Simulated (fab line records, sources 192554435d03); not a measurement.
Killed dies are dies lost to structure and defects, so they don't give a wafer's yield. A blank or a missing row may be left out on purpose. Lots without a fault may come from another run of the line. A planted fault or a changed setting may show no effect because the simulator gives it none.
Chamber matching | flow n5_finfet | N5_BEOL_M0_SAQP_PECVD_03 on pecvd-03: 3 sister chambers
The step deposits SiCN from 3MS/NH3, target thk 12 nm, time 21.1 s. 3 wafers are shown with their chamber, then 10 later ones without.

WAFERS WITH THEIR CHAMBER
wafer  | chamber | throttle_valve_pct (%)
L084.6 | 2       | 9.8
L094.1 | 1       | 9.3
L094.2 | 0       | 8.9

WAFERS WITHOUT THEIR CHAMBER
wafer  | throttle_valve_pct (%)
L094.3 | 9.3
L094.4 | 8.7
L094.5 | 9.1
L094.6 | 9.1
L095.1 | 9.3
L095.2 | 9.1
L095.3 | 9.2
L095.4 | 8.9
L095.5 | 9.3
L095.6 | 9.1

WHICH CHAMBER EACH WENT THROUGH
wafer  | from the rows above     | in truth
L094.3 | 1                       | 1
L094.4 | 0                       | 0
L094.5 | can't be placed: 0 or 1 | 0
L094.6 | can't be placed: 0 or 1 | 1
L095.1 | 1                       | 1
L095.2 | can't be placed: 0 or 1 | 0
L095.3 | can't be placed: 1 or 0 | 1
L095.4 | 0                       | 0
L095.5 | 1                       | 1
L095.6 | can't be placed: 0 or 1 | 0
Placed correctly: 5 of 10. Can't be placed from these rows: 5 (the true chamber is among the candidates in 5). Placed wrongly: 0.
How it was worked out, from the rows above alone: a wafer's distance from a chamber is the root of the sum, over the readings, of the square of ((its reading less the chamber's mean) divided by the reading's scatter). The wafer belongs to the nearest chamber; if the next one is less than 2 further off, it can't be placed. A chamber's mean is the mean of its shown wafers. The scatter: with one shown wafer a chamber, the root of the mean of the squares of how far each hidden wafer lies from its nearest shown one.
